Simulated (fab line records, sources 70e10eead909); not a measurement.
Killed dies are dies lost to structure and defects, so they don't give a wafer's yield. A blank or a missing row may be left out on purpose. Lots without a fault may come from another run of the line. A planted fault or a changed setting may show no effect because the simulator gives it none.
A struck lot beside a sound one | flow nand_harc | 15 steps out of a route of 1302
Sound: wafers L920.1, L920.2, L920.3. Struck: wafers L925.3, L925.5, L925.6. The cause comes at the end.
At each step with rows: each side's tool, then ch and its chambers, then its first start. Under that, the readings that differ: sound wafers | struck wafers | difference of the means | sigmas: that difference in standard deviations of wafers without a fault.
alike: readings whose means differ by less than 2 such deviations, and words and numbers that are the same on both sides. not compared: withheld readings, readings that some wafer has no value for, bounds like >300 that may hide the same value, and numbers for which the record gives no deviation and whose values overlap.
The two part at a step that has a row with sigmas, a row that says differs or no value, or rows on one side only. Numbers that don't overlap but have no deviation are shown without sigmas and don't part them. A reading that every wafer of one side lacks parts them only if that side has two wafers or more.

NHARC_A_CHANNEL_HOLE_D2_ETCH_26: etches the open film in C4F8/O2/Ar, time 224.1 s, target depth 300 nm.
  sound on har_etch-01 ch 0,1, day 14 09:06; struck on har_etch-01 ch 0,1, day 17 01:43
  alike: c4f8_flow_sccm, chamber_pressure_mTorr, drypump_motor_current_A, showerhead_plenum_p_Torr, throttle_valve_pct
  not compared: rf_hours_counter_h
NHARC_A_CHANNEL_HOLE_D2_ETCH_27: etches the open film in C4F8/O2/Ar, time 90 s, target depth 400 nm.
  sound on har_etch-01 ch 0,1, day 14 09:18; struck on har_etch-01 ch 0,1, day 17 01:55
  alike: c4f8_flow_sccm, chamber_pressure_mTorr, drypump_motor_current_A, showerhead_plenum_p_Torr, throttle_valve_pct
  not compared: rf_hours_counter_h
then, 3 steps without rows for these wafers: NHARC_A_CHANNEL_HOLE_D2_STRIP_41 (strips in N2/H2); NHARC_A_CHANNEL_HOLE_D2_STRIP_42 (strips in CF4/CHF3); NHARC_A_CHANNEL_HOLE_D2_STRIP_43 (strips in O2/COS).
NHARC_A_CHANNEL_HOLE_D2_ETCH_44: etches the open film in CF4/O2, target depth 140 nm, overetch 14 nm, time 77 s.
  sound on rie_diel-06 ch 0,1,2, day 14 10:04; struck on rie_diel-08 ch 1,2,3, day 17 02:35
  alike: chamber_pressure_mTorr, drypump_motor_current_A, oes_product_au, rf_vpp_V, showerhead_plenum_p_Torr, throttle_valve_pct
  not compared: rf_hours_counter_h
NHARC_A_CHANNEL_HOLE_D2_STRIP_28: strips in O2.
  sound on rie_diel-06 ch 1,2,3; struck on rie_diel-08 ch 1,2,3
  alike: chamber_pressure_mTorr, drypump_motor_current_A, oes_product_au, rf_vpp_V, showerhead_plenum_p_Torr, throttle_valve_pct
  not compared: rf_hours_counter_h
then, 2 steps without rows for these wafers: NHARC_A_CHANNEL_HOLE_D2_PRECLEAN_29 (cleans in SC1); NHARC_A_CHANNEL_HOLE_D2_SRD_30.
NHARC_A_CHANNEL_HOLE_D2_CD_MEAS_31:
  sound on cd_sem-03, day 14 10:51; struck on cd_sem-02, day 17 03:22
  alike: cd_nm
NHARC_A_CHANNEL_HOLE_D2_XSEM_32:
  sound on xsem-01 ch 0, day 14 10:56; struck on xsem-02 ch 0, day 17 03:28
  reading     | sound       | struck      | difference | sigmas
  bow_nm (nm) | 8.2 8.1 8.2 | 9.5 9.4 9.3 | +1.2       | +3
  alike: bot_cd_nm, tilt_deg
NHARC_A_CHANNEL_HOLE_D2_INSPECT_40:
  sound on defect_inspect-02, day 14 11:02; struck on defect_inspect-02, day 17 03:34
  alike: raw_defect_count
NHARC_A_CHANNEL_FILL_D2_PRECLEAN_00: cleans in SC1.
  sound on wet_bench-05 ch 4,6,7, day 14 11:05; struck on wet_bench-07 ch 0,4,7, day 17 03:37
  no value came back on the struck wafers for bath_age_min, bath_guard_temp_C (C); on the sound wafers bath_age_min reads 0 0 0
then, 1 step without rows for these wafers: NHARC_A_CHANNEL_FILL_D2_SRD_01.
-- the record jumps here: 11 days lie between the struck wafers' starts before and after (it left off in module A_CHANNEL_FILL_D2 and takes up again in module END, whose first step shown is number 1302 of the route) --
NHARC_END_SORT_01:
  the record has rows for the struck wafers here (prober-02 ch 0, day 28 07:25) and none for the sound ones

WHERE THEY PART
First at NHARC_A_CHANNEL_HOLE_D2_XSEM_32; last, within this record, at NHARC_END_SORT_01.

WHY: what the simulator had put in
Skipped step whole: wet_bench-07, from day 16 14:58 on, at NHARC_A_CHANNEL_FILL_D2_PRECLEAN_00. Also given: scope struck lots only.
